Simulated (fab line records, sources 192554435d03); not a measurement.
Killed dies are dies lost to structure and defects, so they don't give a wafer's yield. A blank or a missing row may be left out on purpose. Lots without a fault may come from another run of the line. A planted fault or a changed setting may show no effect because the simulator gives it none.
Chamber matching | flow n5_finfet | N5_BEOL_M2_ETCH_69 on rie_diel-03: 4 sister chambers
The step etches SiARC in CF4, target depth 15.6 nm, time 26 s. 16 wafers are shown with their chamber, then 7 later ones without.

WAFERS WITH THEIR CHAMBER
wafer  | chamber | drypump_motor_current_A (A) | throttle_valve_pct (%) | showerhead_plenum_p_Torr (Torr)
L079.2 | 2       | 6.6                         | 15.51                  | 2.27
L079.3 | 3       | 5.5                         | 15.82                  | 2.20
L079.6 | 2       | 6.6                         | 15.50                  | 2.27
L082.2 | 0       | 5.6                         | 15.38                  | 2.19
L082.3 | 2       | 6.6                         | 15.52                  | 2.26
L082.4 | 3       | 5.5                         | 15.82                  | 2.20
L085.5 | 1       | 5.8                         | 15.32                  | 2.28
L085.6 | 2       | 6.6                         | 15.54                  | 2.26
L086.1 | 1       | 5.8                         | 15.33                  | 2.27
L086.4 | 2       | 6.6                         | 15.55                  | 2.26
L086.5 | 0       | 5.7                         | 15.40                  | 2.19
L088.2 | 1       | 5.8                         | 15.33                  | 2.27
L088.4 | 0       | 5.6                         | 15.43                  | 2.19
L088.6 | 1       | 5.8                         | 15.32                  | 2.27
L089.1 | 0       | 5.6                         | 15.41                  | 2.19
L089.4 | 2       | 6.6                         | 15.56                  | 2.26

SIGNATURES (means of the wafers above)
reading                  | chamber 0 | chamber 1 | chamber 2 | chamber 3 | scatter within a chamber
drypump_motor_current_A  | 5.625     | 5.800     | 6.600     | 5.500     | 0.025
throttle_valve_pct       | 15.4050   | 15.3250   | 15.5300   | 15.8200   | 0.0187
showerhead_plenum_p_Torr | 2.1900    | 2.2725    | 2.2633    | 2.2000    | 0.00417
Rule: a wafer's distance from a chamber is the root of the sum, over the readings, of the square of ((its reading less the chamber's mean) divided by the reading's scatter). The wafer belongs to the nearest chamber; if the next one is less than 2 further off, it can't be placed. The scatter: the root of (the sum of the squares of (reading less its chamber's mean) over the shown wafers, divided by (wafers less chambers)).

WAFERS WITHOUT THEIR CHAMBER
wafer  | drypump_motor_current_A (A) | throttle_valve_pct (%) | showerhead_plenum_p_Torr (Torr)
L089.6 | 5.8                         | 15.34                  | 2.27
L094.2 | 5.6                         | 15.44                  | 2.18
L094.4 | 5.5                         | 15.35                  | 2.19
L094.5 | 5.5                         | 15.35                  | 2.19
L096.3 | 5.6                         | 15.43                  | 2.18
L096.4 | 6.6                         | 15.59                  | 2.25
L096.6 | 5.8                         | 15.38                  | 2.27

WHICH CHAMBER EACH WENT THROUGH
wafer  | from the rows above | in truth
L089.6 | 1                   | 1
L094.2 | 0                   | 0
L094.4 | 0                   | 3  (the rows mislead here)
L094.5 | 0                   | 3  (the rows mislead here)
L096.3 | 0                   | 0
L096.4 | 2                   | 2
L096.6 | 1                   | 1
Placed correctly: 5 of 7. Can't be placed from these rows: 0. Placed wrongly: 2.
